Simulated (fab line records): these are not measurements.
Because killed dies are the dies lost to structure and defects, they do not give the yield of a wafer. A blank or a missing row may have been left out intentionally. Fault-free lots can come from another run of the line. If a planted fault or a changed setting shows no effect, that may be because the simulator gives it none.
fab line records -- flow n5_finfet
record lots=7, wafers=39
route steps=1938 shown BEOL_M15@1809
start_h: hours from the record's opening day to when the first of the lot's shown wafers began -- wait_h: hours elapsed since this lot's preceding step -- " repeats the value in the row above -- L1.1+2: one row covering several wafers at once -- - no value, or no start given -- * or withheld: withheld -- < > ~ a bound
route shown NAME@n: a module of which the file shows steps, and the number in the route of the first -- usual: mean/standard deviation taken from wafers without a fault -- same: alike in all rows -- chamber/n: place in a boat -- sites: the reading at each site -- _std_site: standard deviation across them -- _edge_site: outer sites' mean less inner sites' -- radius_mm: how far each site lies from the wafer's centre -- mask NAME#n: copy n -- behind: the most recent tool/chamber to have shaped the wafer -- hold: cause of the lot's hold/its duration in hours/its outcome -- device: the n, p or np transistor that did not switch -- end of line: tests run on the same wafers once the route is complete -- a step given without rows: its recipe and nothing more -- killed: at the first sort, the dies lost to defects and structure; wafer yield is something else -- map: a wafer's dies, x killed, . not, _ none there
set.NAME: the setting the step ran with; set.NAME@STEP: the setting that earlier step ran with -- model.NAME: the simulator's own value behind a step, which no gauge read
lots where settings were altered on purpose, with a table for each step and a row for each wafer
## steps
# step N5_BEOL_M15_TRENCH_ETCH_34
# recipe chemistry=C4F8/O2/Ar, target=SiO2, target_depth_a=8729.3, he_inner_torr=15, he_outer_torr=30, time_s=199, ion_energy_ev=800, pressure_mtorr=20, source_w=1905, bias_w=2040, Ar_flow_sccm=400, C4F8_flow_sccm=16, O2_flow_sccm=12
lot.wafer,tool,chamber,start_h,wait_h,set.target_depth_a,model.etch.depth_nm,model.coat_of_BEOL_M15_COAT_22.thk_nm
L082.1,rie_diel-02,3,297.13,0.0,8729.3,885,540.4
L082.2,rie_diel-02,1,297.13,0.0,8729.3,876.6,541.2
L082.3,rie_diel-02,0,297.13,0.0,8729.3,852,553.2
L082.4,rie_diel-02,2,297.13,0.0,8729.3,861.8,546.8
L082.5,rie_diel-02,0,297.13,0.0,8729.3,867,550.2
L082.6,rie_diel-02,1,297.13,0.0,8729.3,884.7,540.2
L083.1,rie_diel-02,0,302.98,0.0,8729.3,870.4,547.2
L083.2,rie_diel-02,1,302.98,0.0,12410,1260,467.2
L083.3,rie_diel-02,2,302.98,0.0,12410,1226,474
L083.4,rie_diel-02,3,302.98,0.0,12410,1278,461
L083.5,rie_diel-02,3,302.98,0.0,8729.3,889.9,539.8
L083.6,rie_diel-02,0,302.98,0.0,8729.3,864,550
L087.1,rie_diel-06,1,326.32,0.0,8729.3,859.8,556.4
L087.2,rie_diel-06,3,326.32,0.0,8729.3,867.6,545.8
L087.3,rie_diel-06,2,326.32,0.0,11740,1192,478.4
L087.4,rie_diel-06,0,326.32,0.0,8729.3,863.2,546.6
L087.5,rie_diel-06,2,326.32,0.0,11740,1201,473.8
L087.6,rie_diel-06,1,326.32,0.0,11740,1152,499.4
L091.1,rie_diel-06,2,343.80,0.0,12690,1285,455
L091.2,rie_diel-06,1,343.80,0.0,8729.3,852.3,557.4
L091.3,rie_diel-06,0,343.80,0.0,12690,1250,464.4
L091.4,rie_diel-06,3,343.80,0.0,8729.3,871.7,542.6
L091.5,rie_diel-06,3,343.80,0.0,12690,1267,462.6
L091.6,rie_diel-06,0,343.80,0.0,8729.3,857.2,542.4
L090.1,rie_diel-06,1,347.80,0.0,8729.3,851.9,556.2
L090.4,rie_diel-06,3,347.80,0.0,8729.3,880.4,543.2
L090.5,rie_diel-06,1,347.80,0.0,8729.3,853.7,557
L093.1,rie_diel-06,0,367.76,0.0,8729.3,867.2,536.4
L093.2,rie_diel-06,2,367.76,0.0,8729.3,869.4,534.4
L093.3,rie_diel-06,3,367.76,0.0,4533,458.9,624.2
L093.4,rie_diel-06,1,367.76,0.0,4533,442.8,630
L093.5,rie_diel-06,2,367.76,0.0,4533,456.2,617
L093.6,rie_diel-06,1,367.76,0.0,8729.3,855.4,550.8
L095.1,rie_diel-02,2,381.51,0.0,8729.3,877.7,538
L095.2,rie_diel-02,3,381.51,0.0,6687,691.4,575.4
L095.3,rie_diel-02,1,381.51,0.0,6687,683.7,575.6
L095.4,rie_diel-02,2,381.51,0.0,8729.3,871.6,539.2
L095.5,rie_diel-02,1,381.51,0.0,6687,685.2,577.8
L095.6,rie_diel-02,3,381.51,0.0,8729.3,891.6,534
# step N5_BEOL_M15_STRIP_36
# recipe chemistry=O2, power_w=600, temp_c=60, pressure_mtorr=30, rf_frequency_hz=6e+07, bias_power_w=0, overash_fraction=0.3, o2_flow_sccm=225
# step N5_BEOL_M15_ECD_47
# recipe material=Cu, target_thk_a=18600
# step N5_BEOL_M15_ANNEAL_48
# recipe temp_c=225, time_s=90, ambient=N2
# step N5_BEOL_M15_CMP_49
# recipe stop_on=SiO2, t_overpolish_s=4.9, down_force_psi=2, platen_rpm=80, clearing_platen_down_force_psi=2, clearing_platen_rpm=80, post_cmp_clean=cu_alkaline, target_thk_nm=850, clearing_platen_pad_velocity_m_s=1.5917, pad_velocity_m_s=1.5917
lot.wafer,tool,chamber,start_h,wait_h,set.target_depth_a@BEOL_M15_TRENCH_ETCH_34,model.Cu_of_BEOL_M15_ECD_47.thk_nm
L082.4,cmp-01,2,300.19,0.1,8729.3,839.8
L082.2,cmp-01,3,300.19,0.1,8729.3,854.8
L082.1,cmp-01,0,300.19,0.1,8729.3,860.8
L082.3,cmp-01,1,300.19,0.1,8729.3,830.6
L082.6,cmp-01,2,300.19,0.1,8729.3,862.4
L082.5,cmp-01,3,300.19,0.1,8729.3,846.6
L083.3,cmp-04,0,305.36,0.2,12410,1203
L083.1,cmp-04,1,305.36,0.2,8729.3,850.8
L083.2,cmp-04,2,305.36,0.2,12410,1235
L083.4,cmp-04,3,305.36,0.2,12410,1254
L083.6,cmp-04,0,305.36,0.2,8729.3,840.8
L083.5,cmp-04,1,305.36,0.2,8729.3,869.4
L087.2,cmp-01,1,328.09,0.2,8729.3,844.8
L087.1,cmp-01,2,328.09,0.2,8729.3,838.6
L087.4,cmp-01,3,328.09,0.2,8729.3,842.8
L087.3,cmp-01,0,328.09,0.2,11740,1168
L087.5,cmp-01,1,328.09,0.2,11740,1179
L087.6,cmp-01,2,328.09,0.2,11740,1129
L091.3,cmp-03,1,346.46,0.2,12690,1229
L091.2,cmp-03,2,346.46,0.2,8729.3,830.2
L091.4,cmp-03,3,346.46,0.2,8729.3,849.8
L091.1,cmp-03,0,346.46,0.2,12690,1265
L091.6,cmp-03,1,346.46,0.2,8729.3,836
L091.5,cmp-03,2,346.46,0.2,12690,1244
L090.1,cmp-04,2,350.35,0.3,8729.3,826.4
L090.4,cmp-04,3,350.35,0.3,8729.3,858
L090.5,cmp-04,2,350.35,0.3,8729.3,829.4
L093.4,cmp-04,1,377.39,0.1,4533,423.2
L093.1,cmp-04,2,377.39,0.1,8729.3,843.2
L093.3,cmp-04,3,377.39,0.1,4533,435.4
L093.2,cmp-04,0,377.39,0.1,8729.3,846.8
L093.6,cmp-04,1,377.39,0.1,8729.3,835.8
L093.5,cmp-04,2,377.39,0.1,4533,431.6
L095.1,cmp-04,1,386.58,0.3,8729.3,857.2
L095.3,cmp-04,2,386.58,0.3,6687,657.8
L095.2,cmp-04,3,386.58,0.3,6687,670
L095.4,cmp-04,0,386.58,0.3,8729.3,849
L095.6,cmp-04,1,386.58,0.3,8729.3,870.8
L095.5,cmp-04,2,386.58,0.3,6687,658.8
# step N5_BEOL_M15_THK_MEAS_50
# recipe thk_meas_gauge=xrf, reads=Cu_of_BEOL_M15_ECD_47
# usual M15_THK=860/20
lot.wafer,tool,chamber,start_h,wait_h,set.target_depth_a@BEOL_M15_TRENCH_ETCH_34,M15_THK[nm]
L082.1,film_metro-01,-,300.49,-,8729.3,868
L082.2,film_metro-01,-,300.49,-,8729.3,863
L082.3,film_metro-01,-,300.49,-,8729.3,837
L082.4,film_metro-01,-,300.49,-,8729.3,847
L082.5,film_metro-01,-,300.49,-,8729.3,854
L082.6,film_metro-01,-,300.49,-,8729.3,871
L083.1,film_metro-01,-,305.65,-,8729.3,863
L083.2,film_metro-01,-,305.65,-,12410,1252
L083.3,film_metro-01,-,305.65,-,12410,1218
L083.4,film_metro-01,-,305.65,-,12410,1268
L083.5,film_metro-01,-,305.65,-,8729.3,880
L083.6,film_metro-01,-,305.65,-,8729.3,853
L087.1,film_metro-01,-,328.39,-,8729.3,845
L087.2,film_metro-01,-,328.39,-,8729.3,851
L087.3,film_metro-01,-,328.39,-,11740,1178
L087.4,film_metro-01,-,328.39,-,8729.3,849
L087.5,film_metro-01,-,328.39,-,11740,1192
L087.6,film_metro-01,-,328.39,-,11740,1145
L091.1,film_metro-01,-,346.76,-,12690,-
L091.2,film_metro-01,-,346.76,-,8729.3,852
L091.3,film_metro-01,-,346.76,-,12690,-
L091.4,film_metro-01,-,346.76,-,8729.3,872
L091.5,film_metro-01,-,346.76,-,12690,-
L091.6,film_metro-01,-,346.76,-,8729.3,854
L090.1,film_metro-01,-,350.60,-,8729.3,838
L090.4,film_metro-01,-,350.60,-,8729.3,872
L090.5,film_metro-01,-,350.60,-,8729.3,838
L093.1,film_metro-02,-,377.69,-,8729.3,846
L093.2,film_metro-02,-,377.69,-,8729.3,850
L093.3,film_metro-02,-,377.69,-,4533,438
L093.4,film_metro-02,-,377.69,-,4533,423
L093.5,film_metro-02,-,377.69,-,4533,430
L093.6,film_metro-02,-,377.69,-,8729.3,841
L095.1,film_metro-02,-,386.87,-,8729.3,846
L095.2,film_metro-02,-,386.87,-,6687,663
L095.3,film_metro-02,-,386.87,-,6687,653
L095.4,film_metro-02,-,386.87,-,8729.3,836
L095.5,film_metro-02,-,386.87,-,6687,651
L095.6,film_metro-02,-,386.87,-,8729.3,861
# step N5_BEOL_M15_PRE_CLEAN_52
# recipe gas=NH3, time_s=15, temp_c=withheld, rf_power_w=300
# step N5_BEOL_M15_DEP_53
# recipe material=SiCN, target_thk_a=500, temp_c=withheld, precursor=3MS/NH3, pressure_torr=3, rf_w=675, time_s=17.8
# step N5_BEOL_M15_RS_MEAS_54
# recipe thk_meas_gauge=four-point-probe, reads=Cu_of_BEOL_M15_ECD_47+Ta_of_BEOL_M15_SPUTTER_44+TaN_of_BEOL_M15_SPUTTER_43
# usual M15_RS=0.0215/0.00052
lot.wafer,tool,chamber,start_h,wait_h,set.target_depth_a@BEOL_M15_TRENCH_ETCH_34,M15_RS[ohm/sq]
L082.1,film_metro-01,-,300.62,0.0,8729.3,0.0212
L082.2,film_metro-01,-,300.62,0.0,8729.3,0.0214
L082.3,film_metro-01,-,300.62,0.0,8729.3,0.0220
L082.4,film_metro-01,-,300.62,0.0,8729.3,0.0218
L082.5,film_metro-01,-,300.62,0.0,8729.3,0.0216
L082.6,film_metro-01,-,300.62,0.0,8729.3,0.0212
L083.1,film_metro-01,-,305.78,0.0,8729.3,0.0215
L083.2,film_metro-01,-,305.78,0.0,12410,0.0147
L083.3,film_metro-01,-,305.78,0.0,12410,0.0152
L083.4,film_metro-01,-,305.78,0.0,12410,0.0145
L083.5,film_metro-01,-,305.78,0.0,8729.3,0.0210
L083.6,film_metro-01,-,305.78,0.0,8729.3,0.0218
L087.1,film_metro-01,-,328.52,0.0,8729.3,0.0219
L087.2,film_metro-01,-,328.52,0.0,8729.3,0.0217
L087.3,film_metro-01,-,328.52,0.0,11740,0.0156
L087.4,film_metro-01,-,328.52,0.0,8729.3,0.0217
L087.5,film_metro-01,-,328.52,0.0,11740,0.0154
L087.6,film_metro-01,-,328.52,0.0,11740,0.0162
L091.1,film_metro-01,-,346.88,0.0,12690,-
L091.2,film_metro-01,-,346.88,0.0,8729.3,0.0221
L091.3,film_metro-01,-,346.88,0.0,12690,-
L091.4,film_metro-01,-,346.88,0.0,8729.3,0.0215
L091.5,film_metro-01,-,346.88,0.0,12690,-
L091.6,film_metro-01,-,346.88,0.0,8729.3,0.0219
L090.1,film_metro-01,-,350.73,0.0,8729.3,0.0221
L090.4,film_metro-01,-,350.73,0.0,8729.3,0.0213
L090.5,film_metro-01,-,350.73,0.0,8729.3,0.0220
L093.1,film_metro-02,-,377.82,0.1,8729.3,0.0217
L093.2,film_metro-02,-,377.82,0.1,8729.3,0.0216
L093.3,film_metro-02,-,377.82,0.1,4533,0.0427
L093.4,film_metro-02,-,377.82,0.1,4533,0.0439
L093.5,film_metro-02,-,377.82,0.1,4533,0.0431
L093.6,film_metro-02,-,377.82,0.1,8729.3,0.0219
L095.1,film_metro-01,-,387.00,0.0,8729.3,0.0213
L095.2,film_metro-01,-,387.00,0.0,6687,0.0275
L095.3,film_metro-01,-,387.00,0.0,6687,0.0279
L095.4,film_metro-01,-,387.00,0.0,8729.3,0.0216
L095.5,film_metro-01,-,387.00,0.0,6687,0.0279
L095.6,film_metro-01,-,387.00,0.0,8729.3,0.0210
## key
split step=N5_BEOL_M15_TRENCH_ETCH_34, setting=target_depth_a, stated=8729.3, by=wafer
response step=N5_BEOL_M15_TRENCH_ETCH_34, reading=model.etch.depth_nm, change=+8.85, per=1%, r=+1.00
response step=N5_BEOL_M15_TRENCH_ETCH_34, reading=model.coat_of_BEOL_M15_COAT_22.thk_nm, change=-1.83, per=1%, r=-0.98
response step=N5_BEOL_M15_CMP_49, reading=model.Cu_of_BEOL_M15_ECD_47.thk_nm, change=+8.84, per=1%, r=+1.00
response step=N5_BEOL_M15_THK_MEAS_50, reading=M15_THK, change=+8.87, per=1%, r=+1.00
response step=N5_BEOL_M15_RS_MEAS_54, reading=M15_RS, change=-0.000287, per=1%, r=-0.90
